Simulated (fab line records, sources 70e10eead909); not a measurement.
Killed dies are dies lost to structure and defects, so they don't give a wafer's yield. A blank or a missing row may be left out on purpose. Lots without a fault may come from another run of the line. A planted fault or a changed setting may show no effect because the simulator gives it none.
A struck lot beside a sound one | flow nand_harc | 14 steps out of a route of 1302
Sound: wafers L759.1, L759.2, L759.3. Struck: wafers L755.1, L755.2, L755.6. The cause comes at the end.
At each step with rows: each side's tool, then ch and its chambers, then its first start. Under that, the readings that differ: sound wafers | struck wafers | difference of the means | sigmas: that difference in standard deviations of wafers without a fault.
alike: readings whose means differ by less than 2 such deviations, and words and numbers that are the same on both sides. not compared: withheld readings, readings that some wafer has no value for, bounds like >300 that may hide the same value, and numbers for which the record gives no deviation and whose values overlap.
The two part at a step that has a row with sigmas, a row that says differs or no value, or rows on one side only. Numbers that don't overlap but have no deviation are shown without sigmas and don't part them. A reading that every wafer of one side lacks parts them only if that side has two wafers or more.

first, 1 step without rows for these wafers: NHARC_A_M1_PRE_CLEAN_30 (time 30 s).
NHARC_A_M1_PVD_20: deposits TaN, target thk 5 nm, time 8.06 s.
  sound on pvd_sputter-01; struck on pvd_sputter-02
  alike: throttle_valve_pct
NHARC_A_M1_PVD_21: deposits Cu, target thk 30 nm, time 20.49 s.
  sound on pvd_sputter-01; struck on pvd_sputter-02
  alike: throttle_valve_pct
then, 2 steps without rows for these wafers: NHARC_A_M1_ECD_22 (material Cu, target thk 400 nm); NHARC_A_M1_ANNEAL_31 (time 90 s).
NHARC_A_M1_CMP_23: polishes, t overpolish 20 s, target thk 154.34 nm.
  sound on cmp-02 ch 0,1,2, day 27 15:50; struck on cmp-02 ch 1,2,3, day 25 21:19
  alike: motor_current_A, time_to_endpoint_s
NHARC_A_M1_THK_MEAS_24: measures by xrf.
  sound on film_metro-01, day 27 16:08; struck on film_metro-01, day 25 21:37
  alike: thk_nm
then, 1 step without rows for these wafers: NHARC_A_M1_SRD_25.
NHARC_A_M1_INSPECT_27:
  sound on defect_inspect-01, day 27 16:17; struck on defect_inspect-01, day 25 21:46
  alike: raw_defect_count
then, 1 step without rows for these wafers: NHARC_A_M1_PRE_CLEAN_32 (time 12 s).
NHARC_A_M1_DEP_33: deposits SiCN, target thk 30 nm.
  sound on pecvd-03 ch 0,1,2, day 27 16:26; struck on pecvd-01 ch 0,1, day 25 21:55
  alike: heater_power_w, rf_fwd_power_W, showerhead_vpp_V
NHARC_A_BONDPAD_DEP_00: deposits SiCN, target thk 250 nm.
  sound on pecvd-02 ch 0,1,2, day 27 16:59; struck on pecvd-04 ch 0,1, day 25 22:31
  reading              | sound             | struck            | difference | sigmas
  rf_fwd_power_W (W)   | 448.6 449.6 448.8 | 268.8 268.4 267.1 | -180.9     | -99 or more
  showerhead_vpp_V (V) | 1243 1351 1307    | 1008 1024 1018    | -284       | -8
  alike: heater_power_w
NHARC_A_BONDPAD_CMP_29: polishes SiCN, target thk 200 nm.
  sound on cmp-01 ch 0,2,3, day 27 17:23; struck on cmp-04 ch 0,1,2, day 25 22:55
  alike: motor_current_A
NHARC_END_SORT_01:
  sound on prober-02 ch 0, day 29 04:56; struck on prober-02 ch 0, day 27 08:49
  alike: defect_limited_yield, killed_at_array, killed_at_other, killed_at_periphery, killed_dies, killed_open, killed_short

WHERE THEY PART
Only at NHARC_A_BONDPAD_DEP_00, within this record. Later steps at which nothing parts them and some readings are alike: NHARC_A_BONDPAD_CMP_29, NHARC_END_SORT_01.

WHY: what the simulator had put in
Process parameter drift: pecvd-04, from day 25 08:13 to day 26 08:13, at NHARC_A_BONDPAD_DEP_00. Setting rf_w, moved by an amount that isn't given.
